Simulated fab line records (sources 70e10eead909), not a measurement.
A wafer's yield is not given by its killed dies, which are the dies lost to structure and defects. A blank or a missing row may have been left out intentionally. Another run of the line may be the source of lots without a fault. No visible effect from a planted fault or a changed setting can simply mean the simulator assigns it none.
Matching of chambers	flow nand harc	NHARC_P_BONDPAD_STRIP_15 on rie diel-09: 4 sister chambers
The step strips in O2. 8 wafers are shown with their chamber, then 12 later ones without.

== EACH WAFER AND ITS CHAMBER ==
wafer	chamber	showerhead plenum p Torr (Torr)	drypump motor current A (A)
L088.6	0	3.37	5.7
L087.4	0	3.37	5.8
L087.5	1	3.68	5.0
L086.1	1	3.67	5.0
L086.2	2	3.52	5.7
L089.1	3	3.79	6.3
L089.3	2	3.52	5.8
L089.6	3	3.79	6.3

== WAFERS WITH NO CHAMBER GIVEN ==
wafer	showerhead plenum p Torr (Torr)	drypump motor current A (A)
L091.2	3.67	5.0
L091.4	3.79	6.3
L091.6	3.37	5.7
L093.1	3.67	5.1
L093.2	3.79	6.2
L093.3	3.37	5.7
L094.1	3.67	5.1
L094.4	3.79	6.2
L094.6	3.79	6.3
L095.2	3.52	5.8
L095.4	3.79	6.2
L095.6	3.52	5.8

== THE CHAMBER EACH PASSED THROUGH ==
wafer	from the rows above	in truth
L091.2	1	1
L091.4	3	3
L091.6	0	0
L093.1	1	1
L093.2	3	3
L093.3	0	0
L094.1	1	1
L094.4	3	3
L094.6	3	3
L095.2	2	2
L095.4	3	3
L095.6	2	2
Correctly placed: 12 of 12. From these rows, 0 cannot be placed. Placed wrongly: 0.
How it was worked out, from the rows above alone: a wafer's distance from a chamber is the root of the sum, over the readings, of the square of ((its reading less the chamber's mean) divided by the reading's scatter). If the next closest chamber is less than 2 further off than the closest, the wafer can't be placed; otherwise it belongs to the closest. For every chamber, the mean is computed from those of its wafers that are shown. The scatter is the square root of a quotient: the sum, over the shown wafers, of each reading's squared deviation from its chamber's mean, divided by wafers minus chambers.
